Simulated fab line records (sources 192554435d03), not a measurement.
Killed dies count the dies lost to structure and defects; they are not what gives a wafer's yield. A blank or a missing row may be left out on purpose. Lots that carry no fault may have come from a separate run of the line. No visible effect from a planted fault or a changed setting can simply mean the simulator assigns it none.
Struck lot and sound lot, side by side / flow n5Finfet / 24 out of 1938 route steps
Sound: these wafers, L197.2, L197.5, L197.6. Struck: wafer L187.5 (left out: L187.1, L187.4 of the same lot, which were not struck); the cause appears at the end.
At each step with rows: each side's tool, then ch and its chambers, then its first start. Under that, the readings that differ: sound wafers / struck wafers / difference of the means / sigmas: that difference in standard deviations of wafers without a fault.
alike: same words and numbers on both sides, and readings whose means sit less than 2 such deviations apart. not compared: any withheld reading, any reading some wafer has no value for, any bound like >300 that may hide the same value, and any number with overlapping values for which the record gives no deviation.
The two part at a step that has a row with sigmas, a row that says differs or no value, or rows on one side only. Numbers that don't overlap but have no deviation are shown without sigmas and don't part them. A reading missing from all wafers of one side parts the sides only when that side holds two or more wafers.

first, 1 step without rows for these wafers: N5_SD_EPI_P_STRIP_50 (strips in CHF3/O2).
N5_SD_EPI_P_SD_RECESS_17: chemistry HBr/Cl2/O2, target depth 39.1 nm, bt time 3 s.
  sound on rieSi-03 ch 1,2,3, day 6 17:25; struck on rieSi-03 ch 0, day 4 05:42
reading=drypumpMotorCurrentA (A); sound=5.8 6.5 6.3; struck=5.1; difference=-1.1; sigmas=-2
reading=throttleValvePct (%); sound=37.27 36.82 37.22; struck=36.51; difference=-0.59; sigmas=-2
  alike: oesProductAu
  not compared: rfHoursCounterH
then, 1 step without rows for these wafers: N5_SD_EPI_P_WET_ETCH_45 (etches SiO2 in dHF, time 10.7 s, target depth 2 nm, rinse time 30 s).
N5_SD_EPI_P_STRIP_40: strips in N2/H2.
  sound on plasmaAsher-02 ch 0,1, day 6 17:33; struck on plasmaAsher-02 ch 1, day 4 05:51
  alike: drypumpMotorCurrentA, heaterPowerW, oesProductAu
  not compared: rfHoursCounterH
then, 5 steps without rows for these wafers: N5_SD_EPI_P_PRECLEAN_52 (cleans in O3/DIW, time 60 s); N5_SD_EPI_P_SRD_20 (time 30 s); N5_SD_EPI_P_PRECLEAN_51 (cleans in NF3:NH3, afs cycles 1, time 20 s, sublimation time 60 s); N5_SD_EPI_P_VAPOR_ETCH_44 (etches SiGe30 in NF3/Ar, time 3.3 s); N5_SD_EPI_P_EPI_21 (deposits SiGe:B, time 355 s).
N5_SD_EPI_P_EPI_MEAS_23:
  sound on filmMetro-02, day 6 20:17; struck on filmMetro-02, day 4 08:34
  alike: thkNm
then, 2 steps without rows for these wafers: N5_SD_EPI_P_HM_STRIP_48 (strips SiNx in H3PO4, material SiNx, target depth 3 nm); N5_SD_EPI_P_SRD_49 (time 30 s).
N5_SD_EPI_P_PRECLEAN_24: cleans in O3/DIW, time 45 s.
  sound on wetBench-02 ch 1,5,6, day 6 20:23; struck on wetBench-03 ch 0,3,6, day 4 08:40
then, 3 steps without rows for these wafers: N5_SD_EPI_P_PRECLEAN_32 (cleans in dHF, time 10 s); N5_SD_EPI_P_PRECLEAN_33 (cleans in SC2, time 45 s); N5_SD_EPI_P_SRD_25 (time 30 s).
N5_SD_EPI_P_INSPECT_26: inspects for defects (darkfield).
  sound on defectInspect-02, day 6 20:28; struck on defectInspect-01, day 4 08:44
reading=rawDefectCount; sound=206 102 136; struck=947; difference=+799; sigmas=+20
N5_SD_ACTIVATION_RTA_00: time 0 s.
  sound on rtpAnneal-01 ch 0, day 6 20:32; struck on rtpAnneal-01 ch 0, day 4 08:46
  alike: lampPowerPct, wafer_temp_C_max
N5_SD_ACTIVATION_LSA_01: time 0.0008 s.
  sound on laserAnneal-01 ch 0, day 6 20:44; struck on laserAnneal-01 ch 0, day 4 08:58
  alike: wafer_temp_C_max
N5_SD_ACTIVATION_RS_MEAS_03: a four-point-probe measurement.
  sound on filmMetro-02, day 6 20:55; struck on filmMetro-01, day 4 09:11
  alike: RS_SD_N, RS_SD_P
N5_SD_ACTIVATION_INSPECT_02: inspects for defects (darkfield).
  sound on defectInspect-01, day 6 21:14; struck on defectInspect-02, day 4 09:31
reading=rawDefectCount; sound=235 111 154; struck=925; difference=+758; sigmas=+21
N5_ILD0_LINER_00: material SiNx, target thk 4 nm, pulse time 1 s, purge time 2 s.
  sound on aldSin-04 ch 0,3, day 6 21:28; struck on aldSin-04 ch 3, day 4 09:32
  alike: heaterPowerW, precursorPulseHeightRel
  not compared: sinceWetCleanH
-- the record jumps here: 4 days lie between the struck wafers' starts before and after (it left off in module ILD0 and takes up again in module BEOL_M4, whose first step shown is number 1111 of the route) --
N5_BEOL_M4_RC_MEAS_101:
  sound on prober-01 ch 0, day 11 15:24; struck on prober-02 ch 0, day 8 17:53
reading=DIBL_N (mV/V); sound=38.5 38.5 38.3; struck=33.9; difference=-4.5; sigmas=-3
reading=DIBL_P (mV/V); sound=39.4 40.3 40.2; struck=33.5; difference=-6.5; sigmas=-3
reading=IOFF_N (nA/um); sound=0.208 0.212 0.207; struck=0.119; difference=-0.090; sigmas=-3
reading=IOFF_P (nA/um); sound=0.28 0.31 0.32; struck=0.16; difference=-0.14; sigmas=-4
reading=ION_N (uA/um); sound=680 684 690; struck=656; difference=-29; sigmas=-2
reading=ION_P (uA/um); sound=473 476 483; struck=445; difference=-32; sigmas=-4
reading=SS_P (mV/dec); sound=74.3 73.7 74.5; struck=72.9; difference=-1.3; sigmas=-2
reading=VT_N (mV); sound=245.6 245.3 246.2; struck=254.5; difference=+8.8; sigmas=+3
reading=VT_P (mV); sound=-246 -244 -244; struck=-256; difference=-11; sigmas=-3
  alike: SS_N
-- here the record skips 5 days between the struck wafers' starts before and after, leaving off in module BEOL_M4 and picking up in module PASSIVATION (first step shown: number 1936 of the route) --
N5_PASSIVATION_PROBE_49:
  only the struck wafers here have rows in the record (prober-01, day 13 17:19); the sound ones have none

## WHERE THEY PART
At N5_SD_EPI_P_SD_RECESS_17 first; at N5_PASSIVATION_PROBE_49 last (within this record only).

WHY: what had been put in by the simulator
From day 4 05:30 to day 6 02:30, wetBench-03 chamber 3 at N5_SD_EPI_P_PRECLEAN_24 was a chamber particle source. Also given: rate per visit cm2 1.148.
